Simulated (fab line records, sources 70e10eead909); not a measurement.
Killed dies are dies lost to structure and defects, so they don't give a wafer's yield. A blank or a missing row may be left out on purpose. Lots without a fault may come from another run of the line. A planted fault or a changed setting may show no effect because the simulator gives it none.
Chamber matching | flow nand_harc | NHARC_P_M0_DEP_32 on pecvd-02: 3 sister chambers
The step deposits SiCN, target thk 30 nm. 24 wafers are shown with their chamber, then 12 later ones without.

WAFERS WITH THEIR CHAMBER
wafer  | chamber | heater_power_w (W)
L074.3 | 0       | 581
L074.5 | 1       | 514
L074.6 | 0       | 587
L075.2 | 0       | 570
L075.3 | 1       | 516
L075.5 | 2       | 603
L076.2 | 1       | 536
L076.5 | 2       | 617
L076.6 | 1       | 535
L077.2 | 1       | 542
L077.3 | 0       | 551
L077.5 | 2       | 550
L078.2 | 0       | 599
L078.3 | 1       | 552
L078.6 | 1       | 555
L082.2 | 0       | 582
L082.3 | 2       | 601
L082.4 | 2       | 591
L083.1 | 0       | 520
L083.2 | 2       | 645
L083.5 | 0       | 529
L087.1 | 2       | 661
L087.3 | 1       | 507
L087.5 | 2       | 659

SIGNATURES (means of the wafers above)
reading        | chamber 0 | chamber 1 | chamber 2 | scatter within a chamber
heater_power_w | 564.88    | 532.12    | 615.88    | 29.3
Rule: a wafer's distance from a chamber is the root of the sum, over the readings, of the square of ((its reading less the chamber's mean) divided by the reading's scatter). The wafer belongs to the nearest chamber; if the next one is less than 2 further off, it can't be placed. The scatter: the root of (the sum of the squares of (reading less its chamber's mean) over the shown wafers, divided by (wafers less chambers)).

WAFERS WITHOUT THEIR CHAMBER
wafer  | heater_power_w (W)
L085.1 | 645
L085.3 | 525
L085.6 | 531
L088.1 | 525
L088.2 | 550
L088.4 | 522
L086.3 | 534
L086.5 | 547
L086.6 | 544
L091.1 | 525
L091.2 | 593
L091.3 | 572

WHICH CHAMBER EACH WENT THROUGH
wafer  | from the rows above          | in truth
L085.1 | can't be placed: 2 or 0      | 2
L085.3 | can't be placed: 1 or 0      | 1
L085.6 | can't be placed: 1 or 0      | 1
L088.1 | can't be placed: 1 or 0      | 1
L088.2 | can't be placed: 0 or 1 or 2 | 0
L088.4 | can't be placed: 1 or 0      | 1
L086.3 | can't be placed: 1 or 0      | 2
L086.5 | can't be placed: 1 or 0 or 2 | 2
L086.6 | can't be placed: 1 or 0      | 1
L091.1 | can't be placed: 1 or 0      | 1
L091.2 | can't be placed: 2 or 0 or 1 | 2
L091.3 | can't be placed: 0 or 1 or 2 | 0
Placed correctly: 0 of 12. Can't be placed from these rows: 12 (the true chamber is among the candidates in 11). Placed wrongly: 0.
